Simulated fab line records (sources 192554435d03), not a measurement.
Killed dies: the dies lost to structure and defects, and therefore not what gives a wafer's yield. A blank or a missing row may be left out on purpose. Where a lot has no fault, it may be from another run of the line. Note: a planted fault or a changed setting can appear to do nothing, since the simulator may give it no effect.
fab line records	flow n5_finfet
[record] lots = 7	wafers = 21
route steps=1938 shown BEOL_M0_CUTY@713 BEOL_M0@715 BEOL_M4@1037 BEOL_M5@1112 BEOL_M7@1267
start_h: hours from the record's opening day to when the first of the lot's shown wafers began	wait_h: hours elapsed since this lot's preceding step	" repeats the value in the row above	L1.1+2: a row that stands for several wafers	- no value, or no start given	* or withheld: withheld	< > ~ a bound
route shown NAME@n: NAME is a module with steps in the file, n the number in the route of the first one	usual: mean/standard deviation taken from wafers without a fault	same: alike in all rows	chamber/n: place in a boat	sites: readings site by site	_std_site: the values' standard deviation	_edge_site: inner sites' mean taken away from outer sites' mean	radius_mm: for every site, how far away it sits from the centre of the wafer	mask NAME#n: copy n	behind: the last tool/chamber to shape the wafer	hold: why the lot went on hold/how many hours it stayed there/how the hold came to an end	device: which transistor (n, p or np) failed to switch	end of line: the tests these same wafers got at the end of their route	step lacking rows: just its recipe	killed: at the first sort, the dies lost to defects and structure; wafer yield is something else	map: a wafer's dies, marking killed ones x, the rest . and places with no die _
set.NAME: the setting that was run; set.NAME@STEP: the one run at that earlier step	model.NAME: the simulator's own value behind a step, which no gauge read
lots where settings were altered on purpose, with a table for each step and a row for each wafer
[[steps]]
[step N5_BEOL_M0_CUTY_ETCH_63]
[recipe] chemistry = N2/H2	target = SOC	target_depth_a = 827	overetch_a = 165	mask_material = SiARC	temp_c = 40	ion_energy_ev = 200	time_s = 124	pressure_mtorr = 30	source_w = 840	bias_w = 150	n2_flow_sccm = 200	h2_flow_sccm = 200
[usual] rf_vpp_V = 523.9/2.8
lot.wafer	tool	chamber	start_h	wait_h	set.source_w	rf_vpp_V
L074.2	rie_diel-01	1	111.64	0.0	840	525.3
L074.5	"	3	"	"	840	524.9
L074.6	"	2	"	"	840	520.6
L082.1	rie_diel-05	0	169.41	0.0	928.2	508.7
L082.3	"	2	"	"	928.2	504.5
L082.5	"	2	"	"	928.2	504.9
L089.2	rie_diel-01	3	206.64	0.0	888.6	515.6
L089.3	"	2	"	"	840	528.6
L089.5	"	2	"	"	888.6	519.2
L090.3	rie_diel-01	2	211.14	0.0	840	528.7
L090.5	"	0	"	"	840	525.4
L090.6	"	1	"	"	840	525.4
L093.1	rie_diel-05	3	230.53	0.0	840	521.5
L093.4	"	0	"	"	961.7	502.6
L093.6	"	2	"	"	840	522.6
L094.1	rie_diel-05	0	237.45	0.0	840	524.1
L094.3	"	3	"	"	840	523.2
L094.4	"	2	"	"	721.7	550.9
L097.1	rie_diel-05	3	254.64	0.0	840	522.7
L097.3	"	1	"	"	840	521.8
L097.4	"	0	"	"	840	524.1
[step N5_BEOL_M0_CUTY_STRIP_64]
[recipe] chemistry = N2/H2	temp_c = 40	n2_flow_sccm = 200	h2_flow_sccm = 200	rf_frequency_hz = 6e+07
[step N5_BEOL_M0_ETCH_138]
[recipe] chemistry = CH3F/O2	target_depth_a = 120	target = SiCN	time_s = 31.6	ion_energy_ev = 120	pressure_mtorr = 30	source_w = 395	bias_w = 75	Ar_flow_sccm = 150	CH3F_flow_sccm = 30	O2_flow_sccm = 20	ends = cleared
lot.wafer	tool	chamber	start_h	wait_h	set.source_w@BEOL_M0_CUTY_ETCH_63	model.SiO2_of_BEOL_M0_SAQP_SPACER2_ALD_26.thk_nm
L074.2+6	rie_diel-01	1,2	111.76	0.0	840	5.2
L074.5	"	3	"	"	840	5
L082.1+5	rie_diel-05	0,2	169.53	0.0	928.2	5
L082.3	"	2	"	"	928.2	4.8
L089.2+5	rie_diel-01	3,2	206.76	0.0	888.6	5
L089.3	"	2	"	"	840	5.2
L090.3+5+6	rie_diel-01	2,0,1	211.26	0.0	840	5.2
L093.1	rie_diel-05	3	230.66	0.0	840	5.2
L093.4	"	0	"	"	961.7	4.8
L093.6	"	2	"	"	840	5.4
L094.1+3	rie_diel-05	0,3	237.57	0.0	840	5.2
L094.4	"	2	"	"	721.7	5.8
L097.1	rie_diel-05	3	254.76	0.0	840	5
L097.3+4	"	1,0	"	"	840	5.2
[step N5_BEOL_M4_DESCUM_16]
[recipe] chemistry = O2	time_s = 7	source_power_w = 50	bias_power_w = 20	pressure_mtorr = 20	rf_frequency_hz = 2.712e+07	temp_c = 40	resist = CAR-EUV	o2_flow_sccm = 225
lot.wafer	tool	chamber	start_h	wait_h	set.time_s	model.CAR-EUV_of_BEOL_M4_COAT_05.thk_nm
L074.2+5	rie_diel-05	3,2	154.36	0.8	5.587	26.6
L074.6	"	3	"	"	7	26
L082.1	rie_diel-05	1	221.87	0.3	7	26.2
L082.3	"	2	"	"	7	26
L082.5	"	1	"	"	7.569	25.8
L089.2+3+5	rie_diel-03	1,3,0	249.10	0.0	7	26
L090.3+6	rie_diel-03	3	252.97	0.0	7	26.2
L090.5	"	2	"	"	7	26
L093.1+6	rie_diel-03	2,1	279.51	0.0	7	26
L093.4	"	3	"	"	7.915	25.6
L094.1	rie_diel-03	2	289.63	0.3	7	26
L094.3+4	"	0,3	"	"	7	26.2
L097.1	rie_diel-01	1	304.91	0.9	7	25.8
L097.3+4	"	3,0	"	"	7	26
[step N5_BEOL_M4_COAT_67]
[recipe] resist = SOC	temp_c = 250	time_s = 60	spin_rpm = 1500	resist_thk_nm = 60
lot.wafer	tool	chamber	start_h	wait_h	set.spin_rpm	model.SOC_of_BEOL_M4_COAT_67.thk_nm
L074.2+5+6	litho_track-03	0	154.90	0.0	1380	62.6
L082.1+3+5	litho_track-03	0	222.44	0.0	1500	59.8
L089.2+3+5	litho_track-04	0	249.66	0.0	1500	60
L090.3	litho_track-03	0	253.48	0.0	1500	59.6
L090.5	"	0	"	"	1608	57.8
L090.6	"	0	"	"	1500	59.8
L093.1+4+6	litho_track-03	0	279.98	0.0	1500	60
L094.1	litho_track-02	0	290.26	0.0	1500	59.8
L094.3	"	0	"	"	1500	60
L094.4	"	0	"	"	1640	57.6
L097.1+4	litho_track-03	0	305.39	0.0	1500	60
L097.3	"	0	"	"	1500	59.8
[step N5_BEOL_M4_COAT_68]
[recipe] resist = SiARC	temp_c = 220	time_s = 60	spin_rpm = 1500	resist_thk_nm = 12
[step N5_BEOL_M4_COAT_76]
[recipe] resist = underlayer	temp_c = 205	time_s = 60	spin_rpm = 1500	resist_thk_nm = 5
[step N5_BEOL_M4_ALD_98]
[recipe] material = SiO2	target_thk_a = 25	temp_c = 100	ald_precursor_family = BDEAS	ald_co_reactant = O2-plasma	pulse_time_s = 1	co_reactant_pulse_time_s = 1	purge_time_s = 2	co_reactant_purge_time_s = 2	ald_cycles = 17	pressure_torr = 2
[step N5_BEOL_M4_ETCHBACK_99]
[recipe] chemistry = CHF3	target = SiO2	target_depth_a = 50	time_s = 10.4	source_w = 215	bias_w = 47	Ar_flow_sccm = 200	CHF3_flow_sccm = 12	ion_energy_ev = 100	pressure_mtorr = 30
[step N5_BEOL_M4_ETCH_70]
[recipe] chemistry = N2/H2	target = SOC	target_depth_a = 800	overetch_a = 240	mask_material = SiARC	temp_c = 40	time_s = 130	ion_energy_ev = 200	pressure_mtorr = 30	source_w = 840	bias_w = 150	n2_flow_sccm = 200	h2_flow_sccm = 200
lot.wafer	tool	chamber	start_h	wait_h	set.spin_rpm@BEOL_M4_COAT_67	model.etch.depth_nm
L074.2	rie_diel-05	1	157.10	0.0	1380	62.59
L074.5	"	1	"	"	1380	62.52
L074.6	"	2	"	"	1380	62.64
L082.1	rie_diel-05	0	230.82	0.0	1500	59.87
L082.3	"	2	"	"	1500	59.75
L082.5	"	2	"	"	1500	59.86
L089.2+5	rie_diel-03	2,1	253.94	0.0	1500	60.06
L089.3	"	3	"	"	1500	59.98
L090.3	rie_diel-03	0	257.34	0.0	1500	59.67
L090.5	"	1	"	"	1608	57.78
L090.6	"	0	"	"	1500	59.85
L093.1	rie_diel-03	1	283.43	0.0	1500	60.07
L093.4	"	2	"	"	1500	59.95
L093.6	"	1	"	"	1500	60.06
L094.1	rie_diel-03	1	305.97	0.0	1500	59.9
L094.3	"	0	"	"	1500	59.97
L094.4	"	2	"	"	1640	57.52
L097.1	rie_diel-05	3	312.90	0.0	1500	60.01
L097.3	"	2	"	"	1500	59.85
L097.4	"	1	"	"	1500	59.97
[step N5_BEOL_M4_STRIP_71]
[recipe] chemistry = N2/H2	temp_c = 40	n2_flow_sccm = 200	h2_flow_sccm = 200	rf_frequency_hz = 6e+07
[step N5_BEOL_M4_STRIP_78]
[recipe] chemistry = N2/H2	temp_c = 40	n2_flow_sccm = 200	h2_flow_sccm = 200	rf_frequency_hz = 6e+07
[step N5_BEOL_M4_VIA_ETCH_34]
[recipe] chemistry = C4F6/O2	target_depth_a = 694	mask_material = SOC	pressure_mtorr = 15	ion_energy_ev = 250	taper_deg = 4	time_s = 65.9	source_w = 350	bias_w = 170	Ar_flow_sccm = 300	C4F6_flow_sccm = 10	O2_flow_sccm = 10
lot.wafer	tool	chamber	start_h	wait_h	set.spin_rpm@BEOL_M4_COAT_67	model.SOC_of_BEOL_M4_COAT_67.thk_nm
L074.2	rie_diel-05	1	157.21	0.0	1380	54.6
L074.5	"	1	"	"	1380	54.4
L074.6	"	2	"	"	1380	54.8
L082.1	rie_diel-05	0	230.92	0.0	1500	51.6
L082.3+5	"	2	"	"	1500	52
L089.2+5	rie_diel-03	2,1	254.04	0.0	1500	51.6
L089.3	"	3	"	"	1500	52.2
L090.3	rie_diel-03	0	257.44	0.0	1500	51.6
L090.5	"	1	"	"	1608	49.4
L090.6	"	0	"	"	1500	51.8
L093.1+6	rie_diel-03	1	283.53	0.0	1500	51.8
L093.4	"	2	"	"	1500	51.6
L094.1	rie_diel-03	1	306.07	0.0	1500	51.6
L094.3	"	0	"	"	1500	52.2
L094.4	"	2	"	"	1640	49.2
L097.1+3	rie_diel-05	3,2	313.01	0.0	1500	51.6
L097.4	"	1	"	"	1500	52
[step N5_BEOL_M5_ILD_DEP_00]
[recipe] material = SiCOH_lowk	target_thk_a = 1406.4	temp_c = 300	precursor = DEMS/porogen	pressure_torr = 5	rf_w = 500	time_s = 25.9
lot.wafer	tool	chamber	start_h	wait_h	set.time_s	model.SiCOH_lowk_of_BEOL_M5_ILD_DEP_00.thk_nm
L074.2	pecvd-04	2	164.31	0.7	25.9	142
L074.5	"	1	"	"	22.84	126.4
L074.6	"	2	"	"	22.84	126.6
L082.1	pecvd-01	0	238.14	0.8	28.35	154.4
L082.3	"	1	"	"	25.9	141.8
L082.5	"	1	"	"	25.9	145.6
L089.2	pecvd-04	1	259.03	0.7	27.03	142
L089.3	"	0	"	"	27.03	145.4
L089.5	"	2	"	"	27.03	144.8
L090.3	pecvd-01	0	263.63	0.5	25.9	139
L090.5	"	1	"	"	25.9	142.4
L090.6	"	2	"	"	27.08	145.4
L093.1	pecvd-01	1	288.80	0.8	27.69	151.6
L093.4	"	2	"	"	27.69	148.4
L093.6	"	1	"	"	25.9	143
L094.1	pecvd-02	1	311.31	0.8	25.9	139
L094.3	"	2	"	"	25.9	138
L094.4	"	1	"	"	25.9	140.6
L097.1	pecvd-04	1	318.09	0.8	25.9	138.6
L097.3	"	0	"	"	25.9	142.2
L097.4	"	2	"	"	25.9	141.6
[step N5_BEOL_M5_CURE_79]
[recipe] temp_c = 385	time_s = 240	ambient = He/Ar	material = SiCOH_lowk
lot.wafer	tool	chamber	start_h	wait_h	set.time_s@BEOL_M5_ILD_DEP_00	model.SiCOH_lowk_of_BEOL_M5_ILD_DEP_00.thk_nm
L074.2	uv_cure-03	1	164.45	0.1	25.9	122.2
L074.5+6	"	1	"	"	22.84	108.8
L082.1	uv_cure-02	0	238.20	0.0	28.35	133
L082.3	"	0	"	"	25.9	122
L082.5	"	0	"	"	25.9	125.4
L089.2	uv_cure-02	1	259.17	0.1	27.03	122.2
L089.3	"	1	"	"	27.03	125.2
L089.5	"	1	"	"	27.03	124.6
L090.3	uv_cure-01	2	263.85	0.2	25.9	119.6
L090.5	"	2	"	"	25.9	122.4
L090.6	"	2	"	"	27.08	125.2
L093.1	uv_cure-03	2	288.86	0.0	27.69	130.4
L093.4	"	2	"	"	27.69	127.8
L093.6	"	2	"	"	25.9	123
L094.1	uv_cure-01	0	311.37	0.0	25.9	119.6
L094.3	"	0	"	"	25.9	118.6
L094.4	"	0	"	"	25.9	121
L097.1	uv_cure-02	1	318.15	0.0	25.9	119.2
L097.3	"	1	"	"	25.9	122.2
L097.4	"	1	"	"	25.9	121.8
[step N5_BEOL_M5_THK_MEAS_01]
[recipe] reads = SiCOH_lowk_of_BEOL_M5_ILD_DEP_00
[usual] M5_ILD_THK = 121.0/1.7
lot.wafer	tool	chamber	start_h	wait_h	set.time_s@BEOL_M5_ILD_DEP_00	M5_ILD_THK[nm]
L074.2	film_metro-02	-	164.88	0.4	25.9	122.1
L074.5	"	-	"	"	22.84	108.8
L074.6	"	-	"	"	22.84	108.9
L082.1	film_metro-02	-	238.71	0.4	28.35	133.1
L082.3	"	-	"	"	25.9	122.0
L082.5	"	-	"	"	25.9	125.3
L089.2	film_metro-02	-	259.60	0.4	27.03	122.3
L089.3	"	-	"	"	27.03	125.2
L089.5	"	-	"	"	27.03	124.6
L090.3	film_metro-02	-	264.21	0.3	25.9	119.5
L090.5	"	-	"	"	25.9	122.5
L090.6	"	-	"	"	27.08	125.0
L093.1	film_metro-01	-	289.37	0.4	27.69	130.3
L093.4	"	-	"	"	27.69	127.8
L093.6	"	-	"	"	25.9	123.1
L094.1	film_metro-01	-	311.88	0.4	25.9	119.7
L094.3	"	-	"	"	25.9	118.7
L094.4	"	-	"	"	25.9	121.1
L097.1	film_metro-02	-	318.66	0.4	25.9	119.2
L097.3	"	-	"	"	25.9	122.3
L097.4	"	-	"	"	25.9	121.8
[step N5_BEOL_M5_COAT_59]
[recipe] resist = SOC	temp_c = 250	time_s = 60	spin_rpm = 1500	resist_thk_nm = 60
lot.wafer	tool	chamber	start_h	wait_h	set.spin_rpm	model.SOC_of_BEOL_M5_COAT_59.thk_nm
L074.2	litho_track-03	0	165.20	0.1	1500	59.8
L074.5+6	"	0	"	"	1500	60
L082.1	litho_track-03	0	239.74	0.1	1347	63
L082.3+5	"	0	"	"	1500	59.8
L089.2+5	litho_track-01	0	263.39	0.1	1500	59.8
L089.3	"	0	"	"	1559	58.8
L090.3	litho_track-01	0	264.92	0.1	1590	58.6
L090.5	"	0	"	"	1500	60.4
L090.6	"	0	"	"	1590	58.8
L093.1	litho_track-03	0	290.23	0.1	1440	61
L093.4	"	0	"	"	1500	59.8
L093.6	"	0	"	"	1440	60.8
L094.1+3	litho_track-05	0	313.44	0.1	1500	60
L094.4	"	0	"	"	1660	57.2
L097.1+3	litho_track-05	0	323.77	0.1	1500	60
L097.4	"	0	"	"	1500	60.2
[step N5_BEOL_M5_COAT_60]
[recipe] resist = SiARC	temp_c = 220	time_s = 60	spin_rpm = 1500	resist_thk_nm = 12
[step N5_BEOL_M5_COAT_71]
[recipe] resist = underlayer	temp_c = 205	time_s = 60	spin_rpm = 1500	resist_thk_nm = 5
[step N5_BEOL_M5_ETCH_72]
[recipe] chemistry = N2/H2	target = underlayer	target_depth_a = 65	mask_material = CAR-EUV	time_s = 5.2	ion_energy_ev = 200	pressure_mtorr = 30	source_w = 840	bias_w = 150	n2_flow_sccm = 200	h2_flow_sccm = 200	ends = cleared
[step N5_BEOL_M5_ETCH_61]
[recipe] chemistry = CF4	target = SiARC	target_depth_a = 156	mask_material = CAR-EUV	time_s = 26	ion_energy_ev = 80	pressure_mtorr = 40	source_w = 545	bias_w = 36	Ar_flow_sccm = 100	cf4_flow_sccm = 100	ends = cleared
[step N5_BEOL_M5_ETCH_62]
[recipe] chemistry = N2/H2	target = SOC	target_depth_a = 750	overetch_a = 150	mask_material = SiARC	temp_c = 40	time_s = 112.5	ion_energy_ev = 200	pressure_mtorr = 30	source_w = 840	bias_w = 150	n2_flow_sccm = 200	h2_flow_sccm = 200
lot.wafer	tool	chamber	start_h	wait_h	set.spin_rpm@BEOL_M5_COAT_59	model.etch.depth_nm
L074.2	rie_diel-04	0	165.84	0.0	1500	59.89
L074.5	"	0	"	"	1500	59.93
L074.6	"	3	"	"	1500	59.95
L082.1	rie_diel-04	0	240.33	0.0	1347	63.03
L082.3	"	2	"	"	1500	59.88
L082.5	"	2	"	"	1500	59.86
L089.2+5	rie_diel-04	3,1	263.99	0.0	1500	59.8
L089.3	"	1	"	"	1559	58.74
L090.3	rie_diel-06	1	265.39	0.0	1590	58.64
L090.5	"	2	"	"	1500	60.48
L090.6	"	1	"	"	1590	58.76
L093.1	rie_diel-02	0	290.82	0.0	1440	60.99
L093.4	"	2	"	"	1500	59.72
L093.6	"	2	"	"	1440	60.89
L094.1	rie_diel-06	3	313.91	0.0	1500	59.99
L094.3	"	0	"	"	1500	60.03
L094.4	"	2	"	"	1660	57.17
L097.1+3	rie_diel-02	1,3	324.44	0.0	1500	59.99
L097.4	"	2	"	"	1500	60.16
[step N5_BEOL_M5_STRIP_63]
[recipe] chemistry = N2/H2	temp_c = 40	n2_flow_sccm = 200	h2_flow_sccm = 200	rf_frequency_hz = 6e+07
[step N5_BEOL_M5_STRIP_73]
[recipe] chemistry = N2/H2	temp_c = 40	n2_flow_sccm = 200	h2_flow_sccm = 200	rf_frequency_hz = 6e+07
[step N5_BEOL_M5_STRIP_64]
[recipe] chemistry = CF4	resist = SiARC	power_w = 300	bias_power_w = 75	pressure_mtorr = 50	cf4_flow_sccm = 150	rf_frequency_hz = 6e+07
[step N5_BEOL_M5_HM_OPEN_17]
[recipe] chemistry = Cl2/BCl3	target_depth_a = 200	overetch_a = 60	target = TiN	mask_material = SOC	ion_energy_ev = 150	pressure_mtorr = 10	icp_w = 1000	bias_w = 126	Cl2_flow_sccm = 53.25	bcl3_flow_sccm = 21.75	Ar_flow_sccm = 25
lot.wafer	tool	chamber	start_h	wait_h	set.spin_rpm@BEOL_M5_COAT_59	model.SOC_of_BEOL_M5_COAT_59.thk_nm
L074.2+5	rie_metal-02	1	166.00	0.0	1500	51.8
L074.6	"	0	"	"	1500	52
L082.1	rie_metal-01	1	240.50	0.0	1347	55.2
L082.3	"	1	"	"	1500	52
L082.5	"	0	"	"	1500	51.8
L089.2+5	rie_metal-03	0,1	264.16	0.0	1500	51.6
L089.3	"	0	"	"	1559	50.6
L090.3+6	rie_metal-03	1	265.58	0.1	1590	50.4
L090.5	"	0	"	"	1500	52.2
L093.1	rie_metal-02	0	290.99	0.0	1440	52.8
L093.4	"	0	"	"	1500	51.6
L093.6	"	1	"	"	1440	53
L094.1+3	rie_metal-01	1	314.08	0.0	1500	52.2
L094.4	"	1	"	"	1660	49.4
L097.1	rie_metal-02	1	324.61	0.0	1500	52.2
L097.3	"	1	"	"	1500	52
L097.4	"	1	"	"	1500	52.4
[step N5_BEOL_M5_ETCH_41]
[recipe] chemistry = CH3F/O2	target = SiCN	target_depth_a = 315	taper_deg = 2	time_s = 56.7	ion_energy_ev = 120	mask_material = TiN	pressure_mtorr = 30	source_w = 395	bias_w = 75	Ar_flow_sccm = 150	CH3F_flow_sccm = 30	O2_flow_sccm = 20
[usual] rf_vpp_V = 297.6/1.5
lot.wafer	tool	chamber	start_h	wait_h	set.source_w	rf_vpp_V	model.etch.depth_nm
L074.2	rie_diel-02	1	-	-	395	296.4	21.63
L074.5	"	1	"	"	395	297.6	21.68
L074.6	"	2	"	"	395	294.8	21.76
L082.1	rie_diel-06	1	-	-	346.3	309.3	20.65
L082.3	"	2	"	"	346.3	310.7	20.84
L082.5	"	3	"	"	395	298.3	21.45
L089.2	rie_diel-04	2	-	-	338.6	311.7	19.94
L089.3	"	3	"	"	395	298.9	21.17
L089.5	"	3	"	"	395	298.7	21.25
L090.3	rie_diel-06	0	-	-	353.6	310.5	20.87
L090.5	"	1	"	"	395	295.2	21.98
L090.6	"	0	"	"	395	298.7	21.67
L093.1	rie_diel-06	3	-	-	395	299.4	21.54
L093.4	"	0	"	"	395	299.7	22.07
L093.6	"	2	"	"	395	296.8	22.02
L094.1	rie_diel-06	0	-	-	395	298.0	21.94
L094.3	"	1	"	"	349.1	309.5	21.19
L094.4	"	3	"	"	395	300.2	21.42
L097.1	rie_diel-06	3	-	-	395	299.6	21.39
L097.3	"	2	"	"	395	296.9	21.74
L097.4	"	0	"	"	395	298.8	21.86
[step N5_BEOL_M7_HM_DEP_02]
[recipe] material = TiN	target_thk_a = 200	temp_c = 25	chamber_pressure_pa = 0.49996
lot.wafer	tool	chamber	start_h	wait_h	set.target_thk_a	model.TiN_of_BEOL_M7_HM_DEP_02.thk_nm
L074.2+5	pvd_sputter-02	-	187.83	2.0	200	19.6
L074.6	"	-	"	"	218.8	22
L082.1	pvd_sputter-01	-	257.87	1.3	200	20.4
L082.3	"	-	"	"	200	20
L082.5	"	-	"	"	200	19.8
L089.2+5	pvd_sputter-01	-	283.26	1.9	219.4	22.2
L089.3	"	-	"	"	200	19.8
L090.3+6	pvd_sputter-02	-	287.21	0.3	200	20
L090.5	"	-	"	"	184	18.4
L093.1	pvd_sputter-02	-	316.76	1.2	200	20.4
L093.4	"	-	"	"	177.5	17.4
L093.6	"	-	"	"	200	19.8
L094.1+4	pvd_sputter-01	-	334.80	1.8	208.1	20.6
L094.3	"	-	"	"	208.1	20.4
L097.1+3	pvd_sputter-01	-	344.37	0.3	200	20
L097.4	"	-	"	"	200	19.6
[step N5_BEOL_M7_COAT_59]
[recipe] resist = SOC	temp_c = 250	time_s = 60	spin_rpm = 1500	resist_thk_nm = 100
[step N5_BEOL_M7_COAT_60]
[recipe] resist = SiARC	temp_c = 220	time_s = 60	spin_rpm = 1500	resist_thk_nm = 35
[step N5_BEOL_M7_STRIP_68]
[recipe] chemistry = N2/H2	temp_c = 40	n2_flow_sccm = 200	h2_flow_sccm = 200	rf_frequency_hz = 6e+07
[step N5_BEOL_M7_STRIP_67]
[recipe] chemistry = CF4	resist = SiARC	power_w = 300	bias_power_w = 75	pressure_mtorr = 50	cf4_flow_sccm = 150	rf_frequency_hz = 6e+07
[step N5_BEOL_M7_HM_OPEN_17]
[recipe] chemistry = Cl2/BCl3	target_depth_a = 200	overetch_a = 60	target = TiN	mask_material = SOC	ion_energy_ev = 150	pressure_mtorr = 10	icp_w = 1000	bias_w = 126	Cl2_flow_sccm = 53.25	bcl3_flow_sccm = 21.75	Ar_flow_sccm = 25
lot.wafer	tool	chamber	start_h	wait_h	set.target_thk_a@BEOL_M7_HM_DEP_02	model.etch.depth_nm
L074.2	rie_metal-02	0	189.30	0.0	200	19.59
L074.5	"	0	"	"	200	19.64
L074.6	"	1	"	"	218.8	21.91
L082.1	rie_metal-01	0	258.61	0.0	200	20.38
L082.3	"	0	"	"	200	20.04
L082.5	"	0	"	"	200	19.87
L089.2	rie_metal-02	0	284.25	0.0	219.4	22.24
L089.3	"	1	"	"	200	19.88
L089.5	"	1	"	"	219.4	22.2
L090.3	rie_metal-03	1	288.17	0.1	200	20.08
L090.5	"	0	"	"	184	18.46
L090.6	"	1	"	"	200	19.95
L093.1	rie_metal-03	0	317.68	0.0	200	20.48
L093.4	"	0	"	"	177.5	17.35
L093.6	"	0	"	"	200	19.71
L094.1	rie_metal-02	0	335.67	0.0	208.1	20.7
L094.3	"	0	"	"	208.1	20.39
L094.4	"	1	"	"	208.1	20.64
L097.1	rie_metal-01	0	345.24	0.0	200	19.91
L097.3	"	0	"	"	200	20.09
L097.4	"	1	"	"	200	19.65
[[key]]
[split] step = N5_BEOL_M0_CUTY_ETCH_63	setting = source_w	stated = 840	by = wafer
[response] step = N5_BEOL_M0_CUTY_ETCH_63	reading = rf_vpp_V	change = -1.65	per = 1%	r = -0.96
[response] step = N5_BEOL_M0_ETCH_138	reading = model.SiO2_of_BEOL_M0_SAQP_SPACER2_ALD_26.thk_nm	change = -0.0381	per = 1%	r = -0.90
[split] step = N5_BEOL_M4_DESCUM_16	setting = time_s	stated = 7	by = wafer
[response] step = N5_BEOL_M4_DESCUM_16	reading = model.CAR-EUV_of_BEOL_M4_COAT_05.thk_nm	change = -0.0307	per = 1%	r = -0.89
[split] step = N5_BEOL_M4_COAT_67	setting = spin_rpm	stated = 1500	by = wafer
[response] step = N5_BEOL_M4_COAT_67	reading = model.SOC_of_BEOL_M4_COAT_67.thk_nm	change = -0.253	per = 1%	r = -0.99
[response] step = N5_BEOL_M4_ETCH_70	reading = model.etch.depth_nm	change = -0.265	per = 1%	r = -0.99
[response] step = N5_BEOL_M4_VIA_ETCH_34	reading = model.SOC_of_BEOL_M4_COAT_67.thk_nm	change = -0.301	per = 1%	r = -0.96
[split] step = N5_BEOL_M5_ILD_DEP_00	setting = time_s	stated = 25.9	by = wafer
[response] step = N5_BEOL_M5_ILD_DEP_00	reading = model.SiCOH_lowk_of_BEOL_M5_ILD_DEP_00.thk_nm	change = +1.19	per = 1%	r = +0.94
[response] step = N5_BEOL_M5_CURE_79	reading = model.SiCOH_lowk_of_BEOL_M5_ILD_DEP_00.thk_nm	change = +1.03	per = 1%	r = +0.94
[response] step = N5_BEOL_M5_THK_MEAS_01	reading = M5_ILD_THK	change = +1.02	per = 1%	r = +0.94
[split] step = N5_BEOL_M5_COAT_59	setting = spin_rpm	stated = 1500	by = wafer
[response] step = N5_BEOL_M5_COAT_59	reading = model.SOC_of_BEOL_M5_COAT_59.thk_nm	change = -0.284	per = 1%	r = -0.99
[response] step = N5_BEOL_M5_ETCH_62	reading = model.etch.depth_nm	change = -0.288	per = 1%	r = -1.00
[response] step = N5_BEOL_M5_HM_OPEN_17	reading = model.SOC_of_BEOL_M5_COAT_59.thk_nm	change = -0.293	per = 1%	r = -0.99
[split] step = N5_BEOL_M5_ETCH_41	setting = source_w	stated = 395	by = wafer
[response] step = N5_BEOL_M5_ETCH_41	reading = rf_vpp_V	change = -0.986	per = 1%	r = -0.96
[response] step = N5_BEOL_M5_ETCH_41	reading = model.etch.depth_nm	change = +0.0708	per = 1%	r = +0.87
[split] step = N5_BEOL_M7_HM_DEP_02	setting = target_thk_a	stated = 200	by = wafer
[response] step = N5_BEOL_M7_HM_DEP_02	reading = model.TiN_of_BEOL_M7_HM_DEP_02.thk_nm	change = +0.239	per = 1%	r = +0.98
[response] step = N5_BEOL_M7_HM_OPEN_17	reading = model.etch.depth_nm	change = +0.235	per = 1%	r = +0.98
